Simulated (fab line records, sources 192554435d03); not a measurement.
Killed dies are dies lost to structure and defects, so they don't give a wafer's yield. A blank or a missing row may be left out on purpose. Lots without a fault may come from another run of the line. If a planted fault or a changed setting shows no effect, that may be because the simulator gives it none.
Split-lot study | flow n5-finfet | route with 1938 steps; 7 lots, 21 wafers read

== SPLIT DETAILS ==
At N5_BEOL_M10_EXPOSE_08 (exposes mask M10), the setting dose-mj was moved away from the recipe's 53.75 on 5 of the 21 wafers read, by +2.6% to +7.3%. This setting was run at the recipe's value on the other wafers.

== FROM THE SPLIT TO THE READING: what the file shows between them, 15 steps ==
- N5_BEOL_M10_PEB_09: peb time 60 s
- N5_BEOL_M10_DEVELOP_10: develop time 30 s
- N5_BEOL_M10_CD_MEAS_11: target cd 64.1 nm
- N5_BEOL_M10_DESCUM_16: chemistry O2, time 7.9 s
- N5_BEOL_M10_ETCH_61: etches SiARC in CF4, target depth 39 nm, time 65 s
- N5_BEOL_M10_ETCH_62: etches SOC in N2/H2, target depth 110 nm, overetch 22 nm, time 165 s
- N5_BEOL_M10_STRIP_68: strips in N2/H2
- N5_BEOL_M10_STRIP_67: strips in CF4
- N5_BEOL_M10_HM_OPEN_17: chemistry Cl2/BCl3, target TiN, target depth 20 nm, overetch 6 nm
- N5_BEOL_M10_STRIP_19: strips in O2
- N5_BEOL_M10_CD_MEAS_18: pitch 140 nm, target cd 70 nm
- N5_BEOL_M10_COAT_63: time 60 s, resist thk 100 nm
- N5_BEOL_M10_COAT_64: time 60 s, resist thk 30 nm
- N5_BEOL_M10_PRECLEAN_42: cleans in residue remover, time 60 s
- N5_BEOL_M10_SRD_43: time 30 s

== THE READING ==
cd-nm at N5_BEOL_M10_CD_MEAS_35, given in nm (cd target 70 nm). Typical for fault-free wafers on this fab line: 69.9 nm, with standard deviation 0.6 nm.

wafer  | tool, chamber at the split | dose-mj as run | against the recipe | cd-nm, nm | against lot-mates on the recipe
L075.3 | arfi-scanner-02, 0         | 55.17          | +2.6%              | 70.6      | +0.6
L075.4 | arfi-scanner-02, 0         | 53.75          | recipe             | 70.0      | -
L075.6 | arfi-scanner-02, 0         | 53.75          | recipe             | 69.9      | -
L076.3 | arfi-scanner-01, 0         | 53.75          | recipe             | 69.8      | -
L076.5 | arfi-scanner-01, 0         | 53.75          | recipe             | 69.4      | -
L076.6 | arfi-scanner-01, 0         | 57.02          | +6.1%              | 73.8      | +4.2
L080.1 | arfi-scanner-02, 0         | 53.75          | recipe             | 69.9      | -
L080.2 | arfi-scanner-02, 0         | 53.75          | recipe             | 70.1      | -
L080.3 | arfi-scanner-02, 0         | 53.75          | recipe             | 70.4      | -
L081.1 | arfi-scanner-01, 0         | 53.75          | recipe             | 69.4      | -
L081.2 | arfi-scanner-01, 0         | 53.75          | recipe             | 69.8      | -
L081.4 | arfi-scanner-01, 0         | 53.75          | recipe             | 69.2      | -
L083.2 | arfi-scanner-03, 0         | 53.75          | recipe             | 69.8      | -
L083.5 | arfi-scanner-03, 0         | 57.7           | +7.3%              | 74.5      | +4.5
L083.6 | arfi-scanner-03, 0         | 53.75          | recipe             | 70.3      | -
L085.4 | arfi-scanner-03, 0         | 53.75          | recipe             | 70.1      | -
L085.5 | arfi-scanner-03, 0         | 53.75          | recipe             | 70.3      | -
L085.6 | arfi-scanner-03, 0         | 53.75          | recipe             | 70.4      | -
L092.2 | arfi-scanner-01, 0         | 55.21          | +2.7%              | 71.4      | +1.0
L092.5 | arfi-scanner-01, 0         | 55.21          | +2.7%              | 72.2      | +1.8
L092.6 | arfi-scanner-01, 0         | 53.75          | recipe             | 70.4      | -

FIT RESULTS
A straight line over all 21 wafers: cd-nm changes by +0.612 nm for each +1% of dose-mj; r = +0.95; the points scatter about the line by 0.43 nm.
The same after taking each lot's own level away (the mean of its wafers on the recipe; 21 wafers): +0.608 nm for each +1%; r = +0.97; scatter 0.34 nm.
On that fit, the largest move of dose-mj shifts the reading by 4.5 nm.
Across the lots, their own levels run from 69.47 to 70.40 nm, a range of 1.6 times the standard deviation given above.
The two slopes are in agreement: the lot-to-lot level therefore moves the slope only a little.
Check: for one of the wafers moved furthest among these (+7.3%), held out of the fit, the line's prediction against its lot-mates is +4.4 nm. Against them it came out at +4.45 nm.

== OTHER SPLITS ON THESE WAFERS ==
These wafers also went through other splits before the reading. Each is held against what the fit with the lots' levels taken away leaves over:
other split on the same wafers   | wafers away from the commonest value | r with cd-nm (lot level and that fit taken away)
N5_BEOL_M9_TRENCH_ETCH_37 time-s | 9                                    | -0.05
N5_BEOL_M10_ILD_DEP_00 time-s    | 7                                    | +0.00

== THE WHOLE CHAIN: every reading that the file lists as answering this split, in the file's order ==
step                   | what it does                                                         | reading                                                                | change (the file's fit)               | r (the file's)
N5_BEOL_M10_CD_MEAS_11 | target cd 64.1 nm                                                    | cd-nm                                                                  | +0.524 nm for each +1% of the setting | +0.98
N5_BEOL_M10_ETCH_61    | etches SiARC in CF4, target depth 39 nm, time 65 s                   | BEOL_M10.cd-offset-nm (the simulator's own value, which no gauge read) | +0.583 nm for each +1% of the setting | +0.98
N5_BEOL_M10_ETCH_62    | etches SOC in N2/H2, target depth 110 nm, overetch 22 nm, time 165 s | BEOL_M10.cd-offset-nm (the simulator's own value, which no gauge read) | +0.572 nm for each +1% of the setting | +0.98
N5_BEOL_M10_CD_MEAS_18 | pitch 140 nm, target cd 70 nm                                        | cd-nm                                                                  | +0.553 nm for each +1% of the setting | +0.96
N5_BEOL_M10_CD_MEAS_35 | target cd 70 nm                                                      | cd-nm                                                                  | +0.602 nm for each +1% of the setting | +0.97

== THE FILE'S OWN FIT ==
cd-nm changes by +0.602 nm for each +1% of dose-mj, r = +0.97.
